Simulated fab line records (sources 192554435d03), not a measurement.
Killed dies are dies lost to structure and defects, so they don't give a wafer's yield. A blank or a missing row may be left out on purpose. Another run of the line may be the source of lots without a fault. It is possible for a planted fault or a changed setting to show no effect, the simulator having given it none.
fab line records    flow n5Finfet
[record] lots = 6  wafers = 18  lastDay = 19
route steps=1938 shown BEOL_M12@1604 PASSIVATION@1936
lots with no fault: from the same line, run without faults
startH: hours from the record's first day to the start of the lot's first wafer shown    waitH: time in hours since the lot's previous step    " unchanged from the row above    L1.1+2: several wafers, shown together as one row    - either no value or no given start    * or withheld: withheld    < > ~ a bound
route shown NAME@n: a module of which the file shows steps, and the number in the route of the first    usual: the fault-free wafers' mean and standard deviation    same: alike in all rows    chamber/n: place in a boat    sites: each site's reading    _std_site: the standard deviation of these    _edge_site: outer sites' mean less inner sites'    radiusMm: how far each site lies from the wafer's centre    mask NAME#n: copy n    behind: the most recent tool/chamber to have shaped the wafer    hold: why the lot was held/for how many hours/how that ended    device: the transistor (n, p or np) that didn't switch    end of line: tests run on the same wafers once the route is complete    for a step that has no rows: nothing shown but its recipe    killed: count of dies lost to structure and defects at first sort (not the wafer's yield)    map: a wafer's dies, x killed, . not, _ none there
set.NAME: the setting that was run; set.NAME@STEP: the one run at that earlier step    model.NAME: the simulator's own value behind a step, which no gauge read
a table for each step, a row for each wafer; lots at some steps of the route
services: the hour from which a tool's chamber was out of use, counted from the record's first day as startH (under 0 if before that day), plus the number of hours and why
[[steps]]
[step N5_BEOL_M12_COAT_58]
[recipe] resist = BARC  tempC = 205  timeS = 60  spinRpm = 1500  resistThkNm = 89
[step N5_BEOL_M12_COAT_04]
[recipe] spinRpm = 1625  resistThkNm = 400
[step N5_BEOL_M12_EBR_06]
[recipe] solvent = PGMEA  ebrWidthMm = 1.5
[step N5_BEOL_M12_SOFTBAKE_05]
[recipe] tempC = 130  timeS = 60
[step N5_BEOL_M12_EXPOSE_07]
[recipe] maskId = V11  na = 0.93  sourceShape = conventional  sigmaOuter = 0.6  polarization = unpolarized  attpsmPhaseDeg = 180  doseMj = 32.5
[step N5_BEOL_M12_PEB_08]
[recipe] pebTempC = 130  pebTimeS = 90
[step N5_BEOL_M12_DEVELOP_09]
[recipe] developTimeS = 45  rinseLiquid = diw  dry = airSpin  devTempC = 21
[step N5_BEOL_M12_HARDBAKE_14]
[recipe] tempC = 130  timeS = 120
[step N5_BEOL_M12_CD_MEAS_10]
[recipe] targetCdNm = 140  landingEnergyEv = 500  detector = seInlens  polarity = opening
[usual] cdNm = 140.3/1.8
lot.wafer  tool      chamber  startH  waitH  cdNm
L796.2     cdSem-02  0        257.41  -      139.4
L796.3     "         0        "       "      139.8
L796.5     "         0        "       "      140.4
L809.3     cdSem-01  0        369.19  -      140.5
L809.4     "         0        "       "      137.9
L809.6     "         0        "       "      139.0
L808.1     cdSem-01  0        371.17  -      141.6
L808.3     "         0        "       "      142.1
L808.6     "         0        "       "      137.8
L817.1     cdSem-01  0        411.84  -      139.0
L817.3     "         0        "       "      142.3
L817.4     "         0        "       "      140.6
L815.1     cdSem-01  0        413.54  -      139.3
L815.3     "         0        "       "      143.3
L815.5     "         0        "       "      142.1
L818.1     cdSem-02  0        413.76  -      140.1
L818.3     "         0        "       "      142.4
L818.4     "         0        "       "      140.6
[step N5_BEOL_M12_OVL_MEAS_11]
[recipe] pointsPerWafer = 44
[usual] V11_OVL = -4/6.5
lot.wafer  tool        chamber  startH  waitH  V11_OVL[nm]
L796.2     overlay-01  0        257.44  0.0    -4
L796.3     "           0        "       "      2
L796.5     "           0        "       "      0
L809.3     overlay-01  0        369.22  0.0    -10
L809.4     "           0        "       "      -19
L809.6     "           0        "       "      -18
L808.1     overlay-02  0        371.20  0.0    -10
L808.3     "           0        "       "      -10
L808.6     "           0        "       "      -14
L817.1     overlay-01  0        411.88  0.0    -8
L817.3     "           0        "       "      -19
L817.4     "           0        "       "      -16
L815.1     overlay-02  0        413.57  0.0    2
L815.3     "           0        "       "      2
L815.5     "           0        "       "      3
L818.1     overlay-02  0        413.79  0.0    2
L818.3     "           0        "       "      6
L818.4     "           0        "       "      3
[step N5_BEOL_M12_INSPECT_12]
[recipe] mode = adi  inspectInstrument = macro
[usual] rawDefectCount = 2.3/1.5
lot.wafer  tool              chamber  startH  waitH  rawDefectCount
L796.2     defectInspect-01  -        257.47  0.0    0
L796.3     "                 -        "       "      1
L796.5     "                 -        "       "      2
L809.3     defectInspect-02  -        369.25  0.0    5
L809.4     "                 -        "       "      1
L809.6     "                 -        "       "      2
L808.1     defectInspect-02  -        371.23  0.0    1
L808.3     "                 -        "       "      1
L808.6     "                 -        "       "      4
L817.1     defectInspect-02  -        411.90  0.0    4
L817.3     "                 -        "       "      1
L817.4     "                 -        "       "      2
L815.1     defectInspect-02  -        413.59  0.0    3
L815.3     "                 -        "       "      3
L815.5     "                 -        "       "      2
L818.1     defectInspect-02  -        413.82  0.0    2
L818.3     "                 -        "       "      2
L818.4     "                 -        "       "      3
[step N5_BEOL_M12_DESCUM_15]
[recipe] chemistry = O2  timeS = 7.9  sourcePowerW = 50  biasPowerW = 20  pressureMtorr = 20  rfFrequencyHz = 2.712e+07  tempC = 40  o2FlowSccm = 225
[usual] drypumpMotorCurrentA = 5.9/0.48  oesProductAu = 0.80/0.071  rfVppV = 242.7/1.3  showerheadPlenumPTorr = 2.06/0.069  throttleValvePct = 20.36/0.18
lot.wafer  tool        chamber  startH  waitH  drypumpMotorCurrentA  oesProductAu  rfHoursCounterH  rfVppV  showerheadPlenumPTorr  throttleValvePct
L796.2     rieDiel-05  0        257.50  0.0    5.3                   0.82          77               243.7   2.10                   20.20
L796.3     "           1        "       "      6.2                   0.90          40               240.8   2.04                   20.23
L796.5     "           3        "       "      5.6                   0.87          -                243.3   2.05                   20.06
L809.3     rieDiel-05  1        369.38  0.1    6.2                   0.85          71               242.0   2.03                   20.27
L809.4     "           0        "       "      5.4                   0.78          108              242.3   2.09                   20.24
L809.6     "           1        "       "      6.2                   0.86          -                240.9   2.03                   20.28
L808.1     rieDiel-01  2        371.56  0.3    5.4                   0.95          13               243.8   2.13                   20.27
L808.3     "           3        "       "      5.1                   0.70          227              240.3   1.90                   20.34
L808.6     "           1        "       "      6.4                   0.78          -                242.8   2.03                   20.18
L817.1     rieDiel-01  1        411.93  0.0    6.4                   0.77          124              242.5   2.02                   20.20
L817.3     "           3        "       "      5.2                   0.69          244              239.6   1.89                   20.36
L817.4     "           2        "       "      5.4                   0.92          30               242.1   2.12                   20.30
L815.1     rieDiel-05  1        413.62  0.0    6.2                   0.84          90               242.2   2.02                   20.31
L815.3     "           0        "       "      5.4                   0.76          127              244.9   2.08                   20.28
L815.5     "           1        "       "      6.2                   0.83          -                242.1   2.02                   20.32
L818.1     rieDiel-05  2        413.89  0.1    5.6                   0.92          8                242.6   2.15                   20.34
L818.3     "           0        "       "      5.3                   0.76          127              241.2   2.08                   20.27
L818.4     "           1        "       "      6.2                   0.83          90               241.9   2.02                   20.29
[step N5_BEOL_M12_ETCH_59]
[recipe] chemistry = N2/H2  target = BARC  targetDepthA = 890  overetchA = 267  timeS = 67.9  ionEnergyEv = 200  pressureMtorr = 30  sourceW = 840  biasW = 150  n2FlowSccm = 200  h2FlowSccm = 200
[usual] biasW = 150.1/0.46  chamberPressureMTorr = 30.003/0.028  drypumpMotorCurrentA = 5.9/0.48  oesProductAu = 0.69/0.058  rfVppV = 522.8/2.5  showerheadPlenumPTorr = 2.50/0.088  throttleValvePct = 17.80/0.19
lot.wafer  tool        chamber  startH  waitH  biasW  chamberPressureMTorr  drypumpMotorCurrentA  oesProductAu  rfHoursCounterH  rfVppV  showerheadPlenumPTorr  throttleValvePct  model.coat_of_BEOL_M12_COAT_04.thkNm
L796.2     rieDiel-05  0        257.54  0.0    149.1  30.011                5.4                   0.70          77               524.6   2.57                   17.74             317
L796.3     "           1        "       "      149.5  30.009                6.2                   0.76          40               522.4   2.47                   17.62             317.6
L796.5     "           3        "       "      150.0  29.964                5.6                   0.75          -                521.6   2.47                   17.41             317.6
L809.3     rieDiel-05  1        369.42  0.0    -      -                     -                     -             -                -       -                      -                 385
L809.4     "           0        "       "      -      -                     -                     -             -                -       -                      -                 382.6
L809.6     "           1        "       "      -      -                     -                     -             -                -       -                      -                 384.2
L808.1     rieDiel-01  2        371.60  0.0    -      -                     -                     -             -                -       -                      -                 382.2
L808.3     "           3        "       "      -      -                     -                     -             -                -       -                      -                 381.2
L808.6     "           1        "       "      -      -                     -                     -             -                -       -                      -                 381
L817.1     rieDiel-01  1        411.97  0.0    149.8  30.051                6.5                   0.64          124              520.8   2.47                   17.76             315.6
L817.3     "           3        "       "      150.6  30.007                5.1                   0.60          244              516.0   2.29                   17.68             317
L817.4     "           2        "       "      149.9  29.978                5.4                   0.76          30               523.7   2.59                   17.76             316
L815.1     rieDiel-05  1        413.66  0.0    150.7  30.038                6.2                   0.70          90               522.3   2.45                   17.72             315.8
L815.3     "           0        "       "      149.4  30.013                5.4                   0.66          127              523.9   2.55                   17.83             316.4
L815.5     "           1        "       "      149.8  29.987                6.2                   0.70          -                521.6   2.45                   17.71             316.4
L818.1     rieDiel-05  2        413.92  0.0    150.2  30.010                5.6                   0.78          8                526.4   2.61                   17.71             313.6
L818.3     "           0        "       "      149.5  30.009                5.4                   0.65          127              524.4   2.55                   17.85             318.4
L818.4     "           1        "       "      150.3  30.046                6.2                   0.70          90               521.7   2.45                   17.71             317.4
[step N5_BEOL_M12_VIA_ETCH_16]
[recipe] chemistry = C4F8/O2/Ar  target = SiOC  pressureMtorr = 30  sourceW = 3000  biasW = 700  Ar_flow_sccm = 400  C4F8_flow_sccm = 15  O2_flow_sccm = 8  heInnerTorr = 15  heOuterTorr = 30  targetDepthA = 7248  timeS = withheld  ionEnergyEv = 250  ends = cleared
[usual] C4F8_flow_sccm = 15.00/0.043  O2_flow_sccm = 7.999/0.027  drypumpMotorCurrentA = 5.9/0.48  heInnerTorr = 15.005/0.027  oesProductAu = 0.72/0.065  rfVppV = 664/3.1  showerheadPlenumPTorr = 3.37/0.11  throttleValvePct = 24.16/0.2
lot.wafer  tool        chamber  startH  waitH  C4F8_flow_sccm  O2_flow_sccm  drypumpMotorCurrentA  heInnerTorr  oesProductAu  rfVppV  showerheadPlenumPTorr  throttleValvePct  model.coat_of_BEOL_M12_COAT_04.thkNm
L796.2     rieDiel-05  0        257.59  0.0    14.97           8.007         5.3                   14.943       0.74          666     3.49                   24.30             128
L796.3     "           1        "       "      15.03           7.972         6.2                   14.995       0.81          662     3.35                   24.06             123.6
L796.5     "           3        "       "      15.05           8.021         5.6                   15.019       0.79          662     3.37                   23.93             121.4
L809.3     rieDiel-05  1        369.47  0.0    15.02           7.967         6.2                   15.002       0.77          662     3.33                   24.14             192.4
L809.4     "           0        "       "      14.99           7.995         5.3                   15.010       0.71          666     3.47                   24.34             191.8
L809.6     "           1        "       "      15.08           7.965         6.2                   15.042       0.77          664     3.33                   24.13             189.6
L808.1     rieDiel-01  2        371.65  0.0    14.97           7.943         5.5                   14.965       0.86          668     3.49                   24.13             190.2
L808.3     "           3        "       "      15.01           8.002         5.2                   15.003       0.63          657     3.10                   23.95             191.4
L808.6     "           1        "       "      15.02           7.995         6.5                   15.009       0.69          661     3.31                   23.89             186.6
L817.1     rieDiel-01  1        412.02  0.0    15.07           8.009         6.5                   15.019       0.69          661     3.30                   23.92             124.8
L817.3     "           3        "       "      15.02           7.972         5.1                   15.018       0.62          657     3.10                   23.97             123.6
L817.4     "           2        "       "      15.01           8.035         5.4                   14.974       0.82          669     3.48                   24.14             122.4
L815.1     rieDiel-05  1        413.71  0.0    15.02           8.010         6.2                   15.050       0.74          661     3.32                   24.16             119
L815.3     "           0        "       "      15.00           8.014         5.3                   15.012       0.69          665     3.46                   24.35             121.4
L815.5     "           1        "       "      14.99           8.028         6.2                   15.006       0.74          662     3.32                   24.16             118
L818.1     rieDiel-05  2        413.98  0.0    14.93           7.979         5.6                   15.013       0.84          667     3.48                   24.00             124.2
L818.3     "           0        "       "      14.95           8.043         5.4                   14.960       0.69          665     3.46                   24.37             130.2
L818.4     "           1        "       "      15.04           7.975         6.2                   14.994       0.75          663     3.32                   24.14             124
[step N5_BEOL_M12_STRIP_63]
[recipe] chemistry = N2/H2  powerW = 1000  tempC = 250  h2Frac = 0.65  overashFraction = 0.3  pressureMtorr = 1000  n2FlowSccm = 1750  h2FlowSccm = 3250
[usual] drypumpMotorCurrentA = 5.9/0.31  heaterPowerW = 328/33  oesProductAu = 0.693/0.0051  stripTimeToEndpointS = 42.6/0.99
lot.wafer  tool            chamber  startH  waitH  drypumpMotorCurrentA  heaterPowerW  oesProductAu  rfHoursCounterH  stripTimeToEndpointS
L796.2     plasmaAsher-02  1        257.79  -      5.5                   343           0.686         74               43.8
L796.3     "               0        "       "      5.7                   276           0.698         -                42.7
L796.5     "               0        "       "      5.7                   276           0.695         -                42.0
L809.3     plasmaAsher-01  1        369.69  -      6.3                   358           0.763         -                60.7
L809.4     "               0        "       "      6.1                   336           0.750         -                60.5
L809.6     "               0        "       "      6.1                   342           0.749         -                60.0
L808.1     plasmaAsher-02  0        371.85  -      5.7                   272           0.759         94               60.1
L808.3     "               0        "       "      5.7                   274           0.757         -                60.4
L808.6     "               0        "       "      5.7                   276           0.750         -                59.2
L817.1     plasmaAsher-01  0        412.22  -      6.1                   340           0.696         151              43.0
L817.3     "               0        "       "      6.1                   337           0.686         -                42.7
L817.4     "               1        "       "      6.3                   365           0.696         -                42.3
L815.1     plasmaAsher-01  1        413.91  -      6.3                   363           0.688         152              41.4
L815.3     "               1        "       "      6.3                   375           0.695         -                42.0
L815.5     "               0        "       "      6.1                   350           0.697         -                41.2
L818.1     plasmaAsher-01  0        414.18  -      6.1                   336           0.690         152              42.8
L818.3     "               0        "       "      6.1                   346           0.696         -                44.4
L818.4     "               1        "       "      6.3                   360           0.696         -                42.7
[step N5_BEOL_M12_STRIP_64]
[recipe] chemistry = N2/H2  powerW = 1000  tempC = 250  h2Frac = 0.65  overashFraction = 0.3  pressureMtorr = withheld  n2FlowSccm = 1750  h2FlowSccm = 3250
[usual] drypumpMotorCurrentA = 5.9/0.32  heaterPowerW = 329/33  oesProductAu = 0.715/0.0045  stripTimeToEndpointS = 31.31/0.078
lot.wafer  tool            chamber  startH  waitH  drypumpMotorCurrentA  heaterPowerW  oesProductAu  rfHoursCounterH  stripTimeToEndpointS
L796.2     plasmaAsher-02  1        257.85  0.0    5.5                   336           0.715         74               31.28
L796.3     "               0        "       "      5.7                   276           0.717         -                31.28
L796.5     "               0        "       "      5.7                   284           0.709         -                31.30
L809.3     plasmaAsher-01  1        369.75  0.0    6.4                   366           0.713         -                31.35
L809.4     "               0        "       "      6.1                   336           0.716         -                31.26
L809.6     "               0        "       "      6.1                   344           0.720         -                31.24
L808.1     plasmaAsher-02  0        371.91  0.0    5.7                   273           0.708         94               31.42
L808.3     "               0        "       "      5.7                   277           0.714         -                31.37
L808.6     "               0        "       "      5.7                   282           0.710         -                31.37
L817.1     plasmaAsher-01  0        412.28  0.0    6.1                   336           0.719         151              31.33
L817.3     "               0        "       "      6.1                   348           0.719         -                31.31
L817.4     "               1        "       "      6.3                   360           0.717         -                31.30
L815.1     plasmaAsher-01  1        413.97  0.0    6.3                   370           0.714         152              31.23
L815.3     "               1        "       "      6.3                   372           0.711         -                31.21
L815.5     "               0        "       "      6.1                   343           0.709         -                31.28
L818.1     plasmaAsher-01  0        414.24  0.0    6.1                   349           0.717         152              31.24
L818.3     "               0        "       "      6.1                   352           0.724         -                31.23
L818.4     "               1        "       "      6.4                   367           0.709         -                31.35
[step N5_PASSIVATION_PROBE_49]
[usual] defectLimitedYield = 90.9/1.4  killed_at_M0_to_M3 = 38/11  killed_at_M4_up = 13/5.9  killedAtContacts = 14/6.4  killedAtFrontEnd = 38/11  killedAtOther = 3.3/2.5  killedDies = 107/16  killedOpen = 70/12  killedShort = 35/7.7  sort_bin_5_function = 5.3/0.94  sort_bin_6_memory = 3.5/0.7  sortNPass = 1073/16  sortYieldPct = 90.9/1.4
[same] grossDies = 1180  killedAtBackSide = 0  sort_bin_4_leakage[%] = 0  sort_bin_8_speed[%] = 0
lot.wafer  tool       chamber  startH  waitH  defectLimitedYield[%]  killed_at_M0_to_M3  killed_at_M4_up  killedAtContacts  killedAtFrontEnd  killedAtOther  killedDies  killedOpen  killedShort  sort_bin_5_function[%]  sort_bin_6_memory[%]  sortNPass  sortYieldPct[%]
L809.3     prober-02  -        414.74  0.1    92.0                   29                  8                3                 52                2              94          55          39           4.2                     3.6                   1086       92.0
L809.4     prober-02  -        414.79  0.2    91.4                   28                  12               5                 56                1              102         63          39           4.7                     3.5                   1078       91.4
L809.6     prober-02  -        414.89  0.3    90.3                   41                  11               12                48                2              114         67          47           6.3                     2.9                   1066       90.3
L815.3     prober-01  -        459.20  0.1    92.2                   20                  11               17                44                0              92          61          28           4.7                     3.0                   1088       92.2
L815.5     prober-01  -        459.30  0.2    91.1                   31                  10               14                48                2              105         69          35           5.3                     3.3                   1075       91.1
L818.1     prober-01  -        463.91  0.0    89.4                   50                  19               21                32                3              125         82          40           5.8                     4.2                   1055       89.4
L818.3     prober-01  -        464.01  0.1    92.9                   47                  6                11                17                3              84          51          32           3.8                     2.8                   1096       92.9
L818.4     prober-01  -        464.06  0.2    87.3                   49                  27               25                43                6              150         101         48           6.9                     5.4                   1030       87.3
// killed by level:class
L809.3 FIN_SAQP:geometricParticle:open=12 BEOL_M0_SAQP:geometricParticle:open=11 FIN_SAQP:geometricParticle:short=10 GATE_CUT:geometricParticle:short=8 GATE_CUT:geometricParticle:open=5 BEOL_M0_SAQP:geometricParticle:short=5 BEOL_M1:geometricParticle:open=5 BEOL_M5:geometricParticle:open=5
L809.4 FIN_SAQP:geometricParticle:open=14 FIN_SAQP:geometricParticle:short=12 STI_FIN_REVEAL:geometricParticle:open=10 BEOL_M0_SAQP:geometricParticle:short=8 BEOL_M3:geometricParticle:open=8 BEOL_M0_SAQP:geometricParticle:open=7 DUMMY_GATE:geometricParticle:open=6 STI_FIN_REVEAL:geometricParticle:short=3
L809.6 BEOL_M0_SAQP:geometricParticle:short=16 STI_FIN_REVEAL:geometricParticle:open=14 FIN_SAQP:geometricParticle:short=10 MOL_CONTACT_COAG:geometricParticle:open=8 BEOL_M0_SAQP:geometricParticle:open=8 FIN_SAQP:geometricParticle:open=6 DUMMY_GATE:geometricParticle:open=6 BEOL_M1:geometricParticle:open=5
L815.3 FIN_SAQP:geometricParticle:open=17 MOL_CONTACT_COAG:geometricParticle:open=10 FIN_SAQP:geometricParticle:short=7 BEOL_M0_SAQP:geometricParticle:open=7 MOL_CONTACT_COAG:geometricParticle:short=6 BEOL_M0_SAQP:geometricParticle:short=6 STI_FIN_REVEAL:geometricParticle:open=5 BEOL_M4:geometricParticle:open=5
L815.5 FIN_SAQP:geometricParticle:open=14 MOL_CONTACT_COAG:geometricParticle:open=12 BEOL_M4:geometricParticle:open=8 FIN_SAQP:geometricParticle:short=7 BEOL_M0_SAQP:geometricParticle:short=6 BEOL_M0:geometricParticle:open=6 STI_FIN_REVEAL:geometricParticle:open=5 GATE_CUT:geometricParticle:short=5
L818.1 MOL_CONTACT_COAG:geometricParticle:open=18 BEOL_M0_SAQP:geometricParticle:short=13 BEOL_M2:geometricParticle:open=11 BEOL_M4:geometricParticle:open=8 BEOL_M0_SAQP:geometricParticle:open=8 DUMMY_GATE:geometricParticle:open=6 BEOL_M3:geometricParticle:open=6 FIN_SAQP:geometricParticle:open=4
L818.3 BEOL_M1:geometricParticle:open=14 MOL_CONTACT_COAG:geometricParticle:open=8 BEOL_M0_SAQP:geometricParticle:open=8 BEOL_M0_SAQP:geometricParticle:short=7 BEOL_M3:geometricParticle:open=6 STI_FIN_REVEAL:geometricParticle:open=4 BEOL_M3:geometricParticle:short=4 BEOL_M1:geometricParticle:short=3
L818.4 STI_FIN_REVEAL:geometricParticle:open=19 BEOL_M4:geometricParticle:open=18 MOL_CONTACT_COAG:geometricParticle:open=16 BEOL_M0_SAQP:geometricParticle:short=13 BEOL_M2:geometricParticle:open=11 MOL_CONTACT_COAG:geometricParticle:short=8 DUMMY_GATE:geometricParticle:open=7 BEOL_M0_SAQP:geometricParticle:open=6
[[services]]
tool            chamber  startH  hours  kind
plasmaAsher-01  -        237.16  0.8    repair
rieDiel-01      2        329.64  -      clean
rieDiel-01      2        329.64  -      consumableReplace:focusRing
rieDiel-01      2        329.64  14.3   scheduledDown
rieDiel-01      2        329.64  14.3   ventCycle
rieDiel-01      1        341.15  22.0   repair
rieDiel-05      2        349.12  1.4    repair
rieDiel-05      2        372.64  -      clean
rieDiel-05      2        372.64  -      consumableReplace:focusRing
rieDiel-05      2        372.64  15.4   scheduledDown
rieDiel-05      2        372.64  15.4   ventCycle
plasmaAsher-01  -        381.98  0.8    repair
rieDiel-05      3        395.52  5.8    repair
[[key]]
[firstSign] step = N5_BEOL_M12_ETCH_59  reading = toolRecord  direction = missing
[effect] step = N5_BEOL_M12_STRIP_63  reading = stripTimeToEndpointS  direction = up  sigmas = 18  usual = *  struck = *
[modelEffect] step = N5_BEOL_M12_ETCH_59  value = coat_of_BEOL_M12_COAT_04.thkNm  without = 317.8  struck = 382.7
[modelEffect] step = N5_BEOL_M12_VIA_ETCH_16  value = coat_of_BEOL_M12_COAT_04.thkNm  without = 125.3  struck = 190.3
metAt N5_BEOL_M12_ETCH_59
struckWafers L808.1,L808.3,L808.6,L809.3,L809.4,L809.6
onsetBetween 257.54 369.42
[fault] kind = skippedStepWhole  tool = rieDiel-01,rieDiel-05  chamber = -  onsetH = 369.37  steps = N5_BEOL_M12_ETCH_59  scope = struckLotsOnly
